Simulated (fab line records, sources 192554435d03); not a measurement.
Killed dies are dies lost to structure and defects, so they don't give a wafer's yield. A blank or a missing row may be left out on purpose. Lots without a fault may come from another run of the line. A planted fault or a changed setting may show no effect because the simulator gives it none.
Which tool did it? | flow n5_finfet | 10 lots, 30 wafers sampled, at 5 steps of a route of 1938

WHAT THE GAUGES READ, wafer by wafer
N5_BEOL_M10_OCD_MEAS_38.
lot  | measured     | on     | trench_depth_nm (nm)
L465 | day 11 18:26 | ocd-01 | 149.5 152.8 149.2
L466 | day 11 20:55 | ocd-02 | 151.0 154.2 149.5
L467 | day 11 20:51 | ocd-02 | 149.8 146.2 150.6
L469 | day 13 11:18 | ocd-02 | 150.4 153.7 149.5
L478 | day 14 20:54 | ocd-01 | - - -
L481 | day 14 23:53 | ocd-02 | - - -
L483 | day 15 14:11 | ocd-01 | 145.4 149.0 144.4
L482 | day 15 11:58 | ocd-01 | - - -
L486 | day 16 06:05 | ocd-01 | 148.2 147.9 151.0
L488 | day 16 22:10 | ocd-01 | 144.5 144.0 146.4

WHICH TOOL RAN EACH LOT (tool, then ch and the chambers of the sampled wafers, then the start)
lot  | N5_BEOL_M9_CMP_52             | N5_BEOL_M9_DEP_56               | N5_BEOL_M10_ILD_DEP_00          | N5_BEOL_M10_HM_DEP_02
L465 | cmp-04 ch 0,1,2, day 11 12:08 | pecvd-01 ch 1,2, day 11 12:27   | pecvd-02 ch 0,2, day 11 12:35   | pvd_sputter-03, day 11 13:30
L466 | cmp-03 ch 0,1, day 11 16:16   | pecvd-01 ch 0,1,2, day 11 16:37 | pecvd-03 ch 0,2, day 11 16:46   | pvd_sputter-03, day 11 18:45
L467 | cmp-03 ch 2,3, day 11 15:55   | pecvd-02 ch 1,2, day 11 16:14   | pecvd-04 ch 0,2, day 11 16:22   | pvd_sputter-03, day 11 18:39
L469 | cmp-02 ch 0,3, day 13 05:54   | pecvd-01 ch 1,2, day 13 06:16   | pecvd-02 ch 0,2, day 13 06:23   | pvd_sputter-01, day 13 07:45
L478 | cmp-03 ch 0,3, day 14 15:51   | pecvd-03 ch 0,1,2, day 14 16:10 | pecvd-04 ch 0,1, day 14 16:19   | pvd_sputter-03, day 14 18:52
L481 | cmp-04 ch 1,2, day 14 16:35   | pecvd-03 ch 0,1,2, day 14 16:56 | pecvd-04 ch 0,1, day 14 17:05   | pvd_sputter-01, day 14 19:39
L483 | cmp-02 ch 1,2,3, day 15 08:50 | pecvd-01 ch 0,1,2, day 15 09:11 | pecvd-04 ch 1,2, day 15 09:19   | pvd_sputter-01, day 15 11:34
L482 | cmp-04 ch 0,2,3, day 15 05:46 | pecvd-03 ch 1,2, day 15 06:07   | pecvd-02 ch 0,1,2, day 15 06:15 | pvd_sputter-02, day 15 07:07
L486 | cmp-03 ch 0,3, day 16 00:55   | pecvd-01 ch 0,1,2, day 16 01:15 | pecvd-02 ch 0,1,2, day 16 01:23 | pvd_sputter-03, day 16 02:58
L488 | cmp-02 ch 0,1,3, day 16 14:38 | pecvd-03 ch 0,1,2, day 16 14:57 | pecvd-02 ch 1,2, day 16 15:05   | pvd_sputter-03, day 16 18:17
- N5_BEOL_M9_CMP_52: polishes, stops on SiCOH lowk, t overpolish 7 s, target thk 140 nm.
- N5_BEOL_M9_DEP_56: deposits SiCN from 3MS/NH3, target thk 15 nm, time 26.5 s.
- N5_BEOL_M10_ILD_DEP_00: deposits SiCOH lowk from DEMS/porogen, target thk 308.51 nm, time 58 s.
- N5_BEOL_M10_HM_DEP_02: deposits TiN, target thk 20 nm.

THE ANSWER, worked out from the rows above alone
Rule: what is usual is taken from the lots themselves. Put in order of their means at a reading, lots are off if they are a third of the lots or fewer, leave a main group of 4 or more, and stand apart from it by a gap of 3 or more times the standard deviation of the main group's means; of several such gaps the widest counts. A main group whose means are all the same, to the digits that the tables above print for the reading, isn't used. A lot without any number at a reading at which 4 lots or more have one is off too. The other lots that the step has rows for count as sound.
Off: L478, L481, L482, at N5_BEOL_M10_OCD_MEAS_38 (trench_depth_nm). Without a number there: L478, L481, L482. The main group: mean 148.9 nm, standard deviation 2.3.
A tool fits if, at a process step before that reading, it ran every lot that is off, and no sound lot after the first of them. The gauges at N5_BEOL_M10_OCD_MEAS_38 are tried like those tools. None of those tried fits.

WHAT THE SIMULATOR HAD PUT IN
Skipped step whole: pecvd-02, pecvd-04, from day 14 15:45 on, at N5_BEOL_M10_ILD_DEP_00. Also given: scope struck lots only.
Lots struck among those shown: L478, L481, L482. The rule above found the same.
